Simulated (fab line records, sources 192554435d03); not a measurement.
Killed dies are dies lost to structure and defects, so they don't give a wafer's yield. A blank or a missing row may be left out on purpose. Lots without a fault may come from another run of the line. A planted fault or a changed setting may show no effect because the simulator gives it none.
Chamber matching | flow n5_finfet | N5_BEOL_M8_CURE_75 on uv_cure-02: 3 sister chambers
The step cures SiCOH lowk, time 120 s. 3 wafers are shown with their chamber, then 9 later ones without.

WAFERS WITH THEIR CHAMBER
wafer  | chamber | wafer_temp_C_max
L087.5 | 0       | 371.3
L091.5 | 2       | 372.2
L092.5 | 1       | 370.8

WAFERS WITHOUT THEIR CHAMBER
wafer  | wafer_temp_C_max
L094.2 | 371.2
L094.4 | 370.9
L094.6 | 371.3
L095.1 | 372.5
L095.3 | 372.2
L095.5 | 372.6
L096.2 | 371.1
L096.4 | 371.6
L096.6 | 371.4

WHICH CHAMBER EACH WENT THROUGH
wafer  | from the rows above     | in truth
L094.2 | can't be placed: 0 or 1 | 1
L094.4 | can't be placed: 1 or 0 | 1
L094.6 | 0                       | 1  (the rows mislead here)
L095.1 | 2                       | 2
L095.3 | 2                       | 2
L095.5 | 2                       | 2
L096.2 | can't be placed: 0 or 1 | 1
L096.4 | can't be placed: 0 or 2 | 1
L096.6 | 0                       | 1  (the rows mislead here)
Placed correctly: 3 of 9. Can't be placed from these rows: 4 (the true chamber is among the candidates in 3). Placed wrongly: 2.
How it was worked out, from the rows above alone: a wafer's distance from a chamber is the root of the sum, over the readings, of the square of ((its reading less the chamber's mean) divided by the reading's scatter). The wafer belongs to the nearest chamber; if the next one is less than 2 further off, it can't be placed. A chamber's mean is the mean of its shown wafers. The scatter: with one shown wafer a chamber, the root of the mean of the squares of how far each hidden wafer lies from its nearest shown one.
